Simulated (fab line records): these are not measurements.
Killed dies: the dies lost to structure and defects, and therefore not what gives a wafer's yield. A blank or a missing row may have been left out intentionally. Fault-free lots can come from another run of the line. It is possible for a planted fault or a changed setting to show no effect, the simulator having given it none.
fab line records | flow nandHarc
[record] lots = 4 | wafers = 12 | lastDay = 31
route steps=1302 shown A_ONON_D1@438 A_CHANNEL_HOLE_D1@450 END@1302
lots with no fault: from the same line, run without faults
startH: hours from the record's first day to the start of the lot's first wafer shown | waitH: hours from the lot's prior step to this one | " as in the row above | L1.1+2: several wafers, shown together as one row | - no value present, or no start provided | * or withheld: withheld | < > ~ a bound
route shown NAME@n: NAME is a module with steps in the file, n the number in the route of the first one | usual: mean/standard deviation taken from wafers without a fault | same: alike in all rows | chamber/n: place in a boat | sites: per-site readings | _std_site: their standard deviation | _edge_site: inner sites' mean taken away from outer sites' mean | radiusMm: for every site, how far away it sits from the centre of the wafer | mask NAME#n: copy n | behind: the last tool/chamber to shape the wafer | hold: what put the lot on hold/how long, in hours/how the hold closed | device: transistor that didn't switch, given as n, p or np | end of line: the route-end tests of the same wafers | where a step has no rows: the recipe by itself | killed: not the wafer's yield, but the dies lost to structure and defects at the first sort | map: per-die view of a wafer (x killed, . not killed, _ where there is no die)
set.NAME: the run value of the setting; set.NAME@STEP: its run value at that earlier step | model.NAME: the simulator's own value behind a step, which no gauge read
a table for each step, a row for each wafer; lots at some steps of the route
services: a tool's chamber out of use, with start hour (startH, from the record's first day; less than 0 if before it), hours out, and reason
[[steps]]
[step NHARC_A_ONON_D1_DEP_19]
[recipe] targetThkA = 10000 | n2FlowSccm = 2750 | n2oFlowSccm = 2000 | nh3FlowSccm = 500 | sih4FlowSccm = 210 | tempC = 400
[step NHARC_A_ONON_D1_DEP_22]
[recipe] targetThkA = 10000 | n2FlowSccm = 2750 | n2oFlowSccm = 2000 | nh3FlowSccm = 500 | sih4FlowSccm = 210 | tempC = 400
[step NHARC_A_ONON_D1_DEP_25]
[recipe] targetThkA = 10000 | n2FlowSccm = 2750 | n2oFlowSccm = 2000 | nh3FlowSccm = 500 | sih4FlowSccm = 210 | tempC = 400
[step NHARC_A_ONON_D1_DEP_28]
[recipe] targetThkA = 10000 | n2FlowSccm = 2750 | n2oFlowSccm = 2000 | nh3FlowSccm = 500 | sih4FlowSccm = 210 | tempC = 400
[step NHARC_A_ONON_D1_DEP_33]
[recipe] targetThkA = 2000 | tempC = 400 | pressureTorr = 6.5 | rfW = 900 | teosFlowSccm = 161.4 | flowSccm = 2650 | targetThkNm = 200 | gas = O2 | material = SiO2
[step NHARC_A_CHANNEL_HOLE_D1_DEP_00]
[recipe] targetThkA = 31000 | tempC = 400 | material = aC
[usual] throttleValvePct = 35.000/0.0088
lot.wafer | tool      | chamber | startH | waitH | throttleValvePct
L418.1    | aclDep-02 | 0       | 181.27 | 1.0   | 34.990
L418.3    | "         | 0       | "      | "     | 35.011
L418.6    | "         | 0       | "      | "     | 34.996
L433.1    | aclDep-03 | 0       | 321.53 | 2.6   | 34.990
L433.2    | "         | 0       | "      | "     | 34.988
L433.4    | "         | 0       | "      | "     | 35.018
L432.1    | aclDep-02 | 0       | 321.53 | 2.6   | 34.986
L432.4    | "         | 0       | "      | "     | 35.003
L432.6    | "         | 0       | "      | "     | 34.995
L434.1    | aclDep-02 | 0       | 339.44 | 0.1   | 34.996
L434.3    | "         | 0       | "      | "     | 35.010
L434.4    | "         | 0       | "      | "     | 35.003
[step NHARC_A_CHANNEL_HOLE_D1_DEP_01]
[recipe] targetThkA = 1400 | targetThkNm = 140 | tempC = 400 | pressureTorr = 3.5 | flowSccm = 200 | rfW = 350 | material = SiON
[step NHARC_A_CHANNEL_HOLE_D1_DEHYDRATE_02]
[recipe] tempC = 150 | timeS = 120
[step NHARC_A_CHANNEL_HOLE_D1_HMDS_03]
[recipe] timeS = 30
[step NHARC_A_CHANNEL_HOLE_D1_COAT_36]
[recipe] tempC = 260 | timeS = 75
[step NHARC_A_CHANNEL_HOLE_D1_COAT_37]
[recipe] tempC = 225 | timeS = 65
[step NHARC_A_CHANNEL_HOLE_D1_COAT_04]
[recipe] spinRpm = 1500 | resistThkNm = 90
[step NHARC_A_CHANNEL_HOLE_D1_SOFTBAKE_05]
[recipe] tempC = 105 | timeS = 55
[step NHARC_A_CHANNEL_HOLE_D1_EBR_06]
[step NHARC_A_CHANNEL_HOLE_D1_EXPOSE_07]
[recipe] na = 1.35 | targetCdNm = 100 | sigmaOuter = 0.3 | doseMj = 59.65 | maskId = HOLE_D1
[step NHARC_A_CHANNEL_HOLE_D1_PEB_08]
[recipe] pebTempC = 100 | pebTimeS = 65
[step NHARC_A_CHANNEL_HOLE_D1_DEVELOP_09]
[recipe] developTimeS = 35 | devTempC = 23
[step NHARC_A_CHANNEL_HOLE_D1_INSPECT_12]
[usual] rawDefectCount = 6/3
lot.wafer | tool             | chamber | startH | waitH | rawDefectCount
L418.1    | defectInspect-02 | -       | 184.03 | 0.0   | 7
L418.3    | "                | -       | "      | "     | 4
L418.6    | "                | -       | "      | "     | 3
L432.1    | defectInspect-02 | -       | 324.19 | 0.0   | 1100
L432.4    | "                | -       | "      | "     | 1016
L432.6    | "                | -       | "      | "     | 996
L433.1    | defectInspect-02 | -       | 324.34 | 0.0   | 6
L433.2    | "                | -       | "      | "     | 6
L433.4    | "                | -       | "      | "     | 12
L434.1    | defectInspect-01 | -       | 342.19 | 0.0   | 1072
L434.3    | "                | -       | "      | "     | 982
L434.4    | "                | -       | "      | "     | 1018
[step NHARC_A_CHANNEL_HOLE_D1_DESCUM_15]
[recipe] timeS = 3 | o2FlowSccm = 200 | arFlowSccm = 0 | biasPowerW = 0 | chemistry = O2
[step NHARC_A_CHANNEL_HOLE_D1_ETCH_38]
[recipe] targetDepthA = 390 | overEtchFrac = 0.3 | timeS = 65 | ionEnergyEv = 80 | cf4FlowSccm = 150 | arFlowSccm = 0 | rfW = 300 | biasW = 100 | chemistry = CF4
[step NHARC_A_CHANNEL_HOLE_D1_ETCH_39]
[recipe] targetDepthA = 2600 | overEtchFrac = 0.3 | timeS = 325 | ionEnergyEv = 200 | n2FlowSccm = 150 | h2FlowSccm = 150 | arFlowSccm = 0 | rfW = 400 | biasW = 150 | chemistry = N2/H2
[step NHARC_A_CHANNEL_HOLE_D1_ETCH_34]
[recipe] targetDepthA = 1540 | timeS = 77 | cf4FlowSccm = 100 | chf3FlowSccm = 30 | arFlowSccm = 0 | rfW = 500 | biasW = 200 | chemistry = CF4/CHF3
[step NHARC_A_CHANNEL_HOLE_D1_ETCH_16]
[recipe] targetDepthA = 31000 | overEtchFrac = 0.3 | timeS = 806 | ionEnergyEv = 150 | o2FlowSccm = 400 | cosFlowSccm = 20 | arFlowSccm = 0 | rfW = 500 | biasW = 300 | chemistry = O2/COS
[step NHARC_A_CHANNEL_HOLE_D1_ETCH_19]
[recipe] biasV = 1200 | sourceW = 2500 | pressureMtorr = 15 | timeS = 34.5 | arFlowSccm = 375 | c4f8FlowSccm = 28.8 | o2FlowSccm = 96.2 | tempC = -20 | targetDepthA = * | chemistry = C4F8/O2/Ar
[step NHARC_A_CHANNEL_HOLE_D1_ETCH_20]
[recipe] biasV = 3000 | sourceW = withheld | pressureMtorr = 20 | timeS = 361.9 | arFlowSccm = 375 | c4f8FlowSccm = 89.3 | o2FlowSccm = 35.7 | tempC = -20 | targetDepthA = 16000 | chemistry = C4F8/O2/Ar
[step NHARC_A_CHANNEL_HOLE_D1_ETCH_21]
[recipe] biasV = 3000 | sourceW = withheld | pressureMtorr = 20 | timeS = 514.3 | arFlowSccm = 375 | c4f8FlowSccm = 89.3 | o2FlowSccm = 35.7 | tempC = -20 | targetDepthA = 16000 | chemistry = C4F8/O2/Ar
[step NHARC_A_CHANNEL_HOLE_D1_ETCH_22]
[recipe] biasV = 3000 | sourceW = withheld | pressureMtorr = 20 | timeS = 666.7 | arFlowSccm = 375 | c4f8FlowSccm = 89.3 | o2FlowSccm = 35.7 | tempC = -20 | targetDepthA = 16000 | chemistry = C4F8/O2/Ar
[step NHARC_A_CHANNEL_HOLE_D1_ETCH_23]
[recipe] biasV = 5000 | sourceW = withheld | pressureMtorr = 20 | timeS = 819 | arFlowSccm = 375 | c4f8FlowSccm = 89.3 | o2FlowSccm = 35.7 | tempC = -20 | targetDepthA = 16000 | chemistry = C4F8/O2/Ar
[step NHARC_A_CHANNEL_HOLE_D1_ETCH_24]
[recipe] biasV = 5000 | sourceW = withheld | pressureMtorr = 20 | timeS = 906.2 | arFlowSccm = 375 | c4f8FlowSccm = 93.8 | o2FlowSccm = 31.2 | tempC = -20 | targetDepthA = 15000 | chemistry = C4F8/O2/Ar
[step NHARC_A_CHANNEL_HOLE_D1_ETCH_25]
[recipe] biasV = 5000 | sourceW = withheld | pressureMtorr = 20 | timeS = 1040.2 | arFlowSccm = 375 | c4f8FlowSccm = 93.8 | o2FlowSccm = 31.2 | tempC = -20 | targetDepthA = 15000 | chemistry = C4F8/O2/Ar
[step NHARC_A_CHANNEL_HOLE_D1_ETCH_26]
[recipe] biasV = 300 | sourceW = 2000 | pressureMtorr = 30 | timeS = 224.1 | arFlowSccm = 375 | c4f8FlowSccm = 11.4 | o2FlowSccm = 113.6 | tempC = -20 | targetDepthA = 3000 | chemistry = C4F8/O2/Ar
[step NHARC_A_CHANNEL_HOLE_D1_ETCH_33]
[recipe] biasV = 400 | sourceW = 2000 | pressureMtorr = 25 | timeS = 90 | arFlowSccm = 375 | c4f8FlowSccm = 41.7 | o2FlowSccm = 83.3 | tempC = -20 | targetDepthA = 4000 | chemistry = C4F8/O2/Ar
[step NHARC_A_CHANNEL_HOLE_D1_INSPECT_40]
[usual] rawDefectCount = 79/25
lot.wafer | tool             | chamber | startH | waitH | rawDefectCount
L418.1    | defectInspect-01 | -       | 191.35 | -     | 71
L418.3    | "                | -       | "      | "     | 40
L418.6    | "                | -       | "      | "     | 77
L433.1    | defectInspect-02 | -       | 333.23 | -     | 105
L433.2    | "                | -       | "      | "     | 83
L433.4    | "                | -       | "      | "     | 74
L432.1    | defectInspect-02 | -       | 333.56 | -     | 1168
L432.4    | "                | -       | "      | "     | 1069
L432.6    | "                | -       | "      | "     | 1034
L434.1    | defectInspect-02 | -       | 349.15 | -     | 1149
L434.3    | "                | -       | "      | "     | 1035
L434.4    | "                | -       | "      | "     | 1076
[step NHARC_END_SORT_01]
[recipe] tempC = 25
[usual] killedAtArray = 59/19 | killedAtOther = 0.6/0.85 | killedAtPeriphery = 3.8/2.5 | killedDies = 64/19 | killedOpen = 3.3/1.8 | killedShort = 2.2/1.6
[same] grossDies = 677
lot.wafer | tool      | chamber | startH | waitH | killedAtArray | killedAtOther | killedAtPeriphery | killedDies | killedOpen | killedShort
L432.1    | prober-02 | 0       | 707.15 | 2.5   | 105           | 0             | 7                 | 112        | 4          | 1
L432.4    | prober-02 | 0       | 709.57 | 3.4   | 108           | 2             | 4                 | 114        | 4          | 3
L432.6    | prober-02 | 0       | 711.19 | 4.0   | 95            | 2             | 5                 | 102        | 4          | 0
L434.1    | prober-02 | 0       | 736.17 | 2.5   | 111           | 0             | 2                 | 113        | 4          | 0
L434.3    | prober-02 | 0       | 737.79 | 3.1   | 100           | 0             | 5                 | 105        | 0          | 2
L434.4    | prober-02 | 0       | 738.59 | 3.4   | 111           | 0             | 4                 | 115        | 3          | 2
// killed by level:class
L432.1 A_CHANNEL_HOLE_D1:unspecified=75 A_CHANNEL_HOLE_D2:chamberFilmFlake=15 P_M0:chamberFilmFlake=6 A_CHANNEL_HOLE_D1:chamberFilmFlake=5 A_ONON_D2:geometricParticle:open=2 A_SLIT:chamberFilmFlake=2 P_CONTACT:geometricParticle:open=1 A_ONON_D1:geometricParticle:short=1
L432.4 A_CHANNEL_HOLE_D1:unspecified=77 A_CHANNEL_HOLE_D2:chamberFilmFlake=14 A_SLIT:chamberFilmFlake=4 P_M0:chamberFilmFlake=3 A_CHANNEL_FILL_D1:chamberFilmFlake=2 A_CHANNEL_HOLE_D1:chamberFilmFlake=2 A_CONTACT:chamberFilmFlake=2 THIN_TSV:chamberFilmFlake=2
L432.6 A_CHANNEL_HOLE_D1:unspecified=79 A_CHANNEL_HOLE_D2:chamberFilmFlake=4 A_CHANNEL_HOLE_D1:chamberFilmFlake=3 P_ZERO_WELL:chamberFilmFlake=2 P_M0:chamberFilmFlake=2 A_SLIT:chamberFilmFlake=2 A_CONTACT:chamberFilmFlake=2 THIN_TSV:chamberFilmFlake=2
L434.1 A_CHANNEL_HOLE_D1:unspecified=76 A_SLIT:chamberFilmFlake=20 A_CONTACT:chamberFilmFlake=4 A_CHANNEL_FILL_D2:chamberFilmFlake=2 A_STAIRCASE:chamberFilmFlake=2 P_M0:geometricParticle:open=1 A_WL_FILL:geometricParticle:open=1 A_CONTACT:geometricParticle:open=1
L434.3 A_CHANNEL_HOLE_D1:unspecified=69 A_SLIT:chamberFilmFlake=12 A_CONTACT:chamberFilmFlake=7 A_CHANNEL_HOLE_D1:chamberFilmFlake=5 P_GATE:chamberFilmFlake=3 P_ZERO_WELL:chamberFilmFlake=2 A_STAIRCASE:chamberFilmFlake=2 A_WL_FILL:chamberFilmFlake=2
L434.4 A_CHANNEL_HOLE_D1:unspecified=71 A_SLIT:chamberFilmFlake=23 A_CHANNEL_HOLE_D1:chamberFilmFlake=5 A_CONTACT:chamberFilmFlake=4 P_STI:chamberFilmFlake=2 A_STAIRCASE:chamberFilmFlake=2 P_GATE:geometricParticle:open=1 A_ONON_D1:geometricParticle:short=1
[[services]]
tool      | chamber | startH | hours | kind
aclDep-02 | -       | 246.25 | 13.0  | pm
aclDep-03 | -       | 303.82 | 13.0  | pm
[[key]]
[firstSign] step = NHARC_A_CHANNEL_HOLE_D1_INSPECT_12 | reading = rawDefectCount | direction = up | sigmas = 99+ | usual = 6 | struck = 1031
[effect] step = NHARC_A_CHANNEL_HOLE_D1_INSPECT_40 | reading = rawDefectCount | direction = up | sigmas = 41 | usual = 79 | struck = 1088
[effect] step = NHARC_END_SORT_01 | reading = killedDies | direction = up | sigmas = 2.5 | usual = 64 | struck = 110
[moreKillsBornAt] NHARC_A_CHANNEL_HOLE_D1_DEP_00@aclDep-02 = 447
metAt NHARC_A_CHANNEL_HOLE_D1_DEP_00
struckWafers L432.1,L432.4,L432.6,L434.1,L434.3,L434.4
testerLeftOut L432,L434
onsetBetween 181.27 321.53
[fault] kind = chamberParticleSource | tool = aclDep-02 | chamber = - | onsetH = 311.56 | steps = NHARC_A_CHANNEL_HOLE_D1_DEP_00 | ratePerVisitCm2 = 1.6166 | endH = 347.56
// testerLeftOut: of these lots the tester's yield and bins aren't shown, on N5 and GAA mostly nor the transistor test; their killed dies are dies lost to structure and defects alone, not to doping, threshold or leakage, so they don't give the yield
